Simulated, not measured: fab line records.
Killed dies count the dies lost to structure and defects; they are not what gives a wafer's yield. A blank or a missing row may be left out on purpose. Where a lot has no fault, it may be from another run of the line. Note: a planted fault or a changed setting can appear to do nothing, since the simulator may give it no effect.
Split-lot study	flow n5_finfet	21 wafers read across 7 lots, on a route 1938 steps long

## ABOUT THE SPLIT
At N5_FIN_CUT_COAT_19 (time 60 s, resist thk 20 nm), the setting spin_rpm was moved away from the recipe's 1500 rpm on 6 of the 21 wafers read, by -7.9% to +10.7%. The other wafers ran this setting at the recipe's value.

## FROM THE SPLIT TO THE READING: what the file shows between them, 4 steps
- N5_FIN_CUT_COAT_29: time 60 s, resist thk 10 nm
- N5_FIN_CUT_COAT_02: resist thk 30 nm
- N5_FIN_CUT_DESCUM_13: chemistry O2, time 7 s
- N5_FIN_CUT_ETCH_30: etches underlayer in N2/H2, target depth 13 nm, time 10.4 s

## THE READING
etch.depth_nm (the simulator's own value, which no gauge read), in nm, at N5_FIN_CUT_ETCH_20 (etches SiARC in CF4, target depth 26 nm, time 43.3 s). The file gives no usual value for it. The 15 wafers here that ran the recipe average 19.99 nm, standard deviation 0.049 nm.

wafer	tool, chamber at the split	spin_rpm as run, rpm	against the recipe	etch.depth_nm, nm	against lot-mates on the recipe
L074.2	litho_track-02, 0	1500	recipe	19.98	-
L074.4	litho_track-02, 0	1500	recipe	19.98	-
L074.3	litho_track-02, 0	1500	recipe	19.94	-
L076.1	litho_track-05, 0	1500	recipe	19.93	-
L076.2	litho_track-05, 0	1443	-3.8%	20.35	+0.42
L076.5	litho_track-05, 0	1443	-3.8%	20.44	+0.51
L084.3	litho_track-02, 0	1656	+10.4%	19.1	-0.88
L084.5	litho_track-02, 0	1500	recipe	19.95	-
L084.6	litho_track-02, 0	1500	recipe	20	-
L085.1	litho_track-05, 0	1500	recipe	19.98	-
L085.5	litho_track-05, 0	1500	recipe	20	-
L085.6	litho_track-05, 0	1500	recipe	19.94	-
L091.1	litho_track-05, 0	1660	+10.7%	19.01	-0.90
L091.5	litho_track-05, 0	1660	+10.7%	18.96	-0.95
L091.6	litho_track-05, 0	1500	recipe	19.91	-
L092.1	litho_track-01, 0	1500	recipe	20.03	-
L092.3	litho_track-01, 0	1500	recipe	20.03	-
L092.2	litho_track-01, 0	1500	recipe	20.02	-
L093.2	litho_track-01, 0	1500	recipe	20.08	-
L093.3	litho_track-01, 0	1381	-7.9%	21	+0.93
L093.4	litho_track-01, 0	1500	recipe	20.07	-

FIT RESULTS
A straight line over all 21 wafers: etch.depth_nm changes by -0.0987 nm for each +1% of spin_rpm; r = -0.99; the points scatter about the line by 0.074 nm.
The same after taking each lot's own level away (the mean of its wafers on the recipe; 21 wafers): -0.0941 nm for each +1%; r = -0.99; scatter 0.06 nm.
Per that fit: largest spin_rpm move, reading shift of 1 nm.
From 19.910 to 20.075 nm: that is the span of the lots' own levels, equal to 3.4 times the standard deviation above.
Hence the lot-to-lot level has little effect on the slope; both slopes agree.
Check: for one of the wafers moved furthest among these (+10.7%), held out of the fit, the line's prediction against its lot-mates is -1 nm. It came out at -0.9 nm against them.

## THESE WAFERS: OTHER SPLITS
Before the reading, these wafers also passed through other splits. Each is held against what the fit with the lots' levels taken away leaves over:
other split on the same wafers	wafers away from the commonest value	r with etch.depth_nm (lot level and that fit taken away)
N5_PMOS_HMC_CHANNEL_EPI_PEB_07 peb_temp_c	8	-0.07

## THE WHOLE CHAIN: every reading that the file lists as answering this split, in the file's order
step	what it does	reading	change (the file's fit)	r (the file's)
N5_FIN_CUT_COAT_19	time 60 s, resist thk 20 nm	SiARC_of_FIN_CUT_COAT_19.thk_nm (the simulator's own value, which no gauge read)	-0.102 nm for each +1% of the setting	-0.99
N5_FIN_CUT_ETCH_20	etches SiARC in CF4, target depth 26 nm, time 43.3 s	etch.depth_nm (the simulator's own value, which no gauge read)	-0.094 nm for each +1% of the setting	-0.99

## FILE'S OWN FIT
etch.depth_nm changes by -0.094 nm for each +1% of spin_rpm, r = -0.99.
